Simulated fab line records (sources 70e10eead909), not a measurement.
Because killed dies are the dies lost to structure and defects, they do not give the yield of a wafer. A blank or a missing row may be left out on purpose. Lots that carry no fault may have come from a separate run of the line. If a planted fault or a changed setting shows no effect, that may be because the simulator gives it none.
Chamber matching -- flow nandHarc -- pecvd-01 running NHARC_A_CONTACT_DEP_85: 3 sister chambers
The step deposits SiON, target thk 60 nm. 3 wafers are shown with their chamber, then 7 later ones without.

WAFERS PAIRED WITH THEIR CHAMBERS
wafer,chamber,showerheadVppV (V)
L093.6,0,1190
L097.1,1,1131
L097.2,2,1128

WAFERS WITH NO CHAMBER GIVEN
wafer,showerheadVppV (V)
L097.3,1183
L096.1,1108
L096.3,1122
L096.6,1138
L095.2,1189
L095.5,1197
L095.6,1122

WHICH CHAMBER EACH WENT THROUGH
wafer,from the rows above,in truth
L097.3,0,0
L096.1,can't be placed: 2 or 1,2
L096.3,can't be placed: 2 or 1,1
L096.6,can't be placed: 1 or 2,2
L095.2,0,0
L095.5,0,0
L095.6,can't be placed: 2 or 1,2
Placed correctly: 3 of 7. Can't be placed from these rows: 4 (the true chamber is among the candidates in 4). 0 placed wrongly.
How it was worked out, from the rows above alone: a wafer's distance from a chamber is the root of the sum, over the readings, of the square of ((its reading less the chamber's mean) divided by the reading's scatter). The wafer belongs to the nearest chamber; if the next one is less than 2 further off, it can't be placed. A chamber's mean is the mean of its shown wafers. The scatter: root of mean squared gap, hidden wafer to nearest shown wafer, with one shown wafer a chamber.
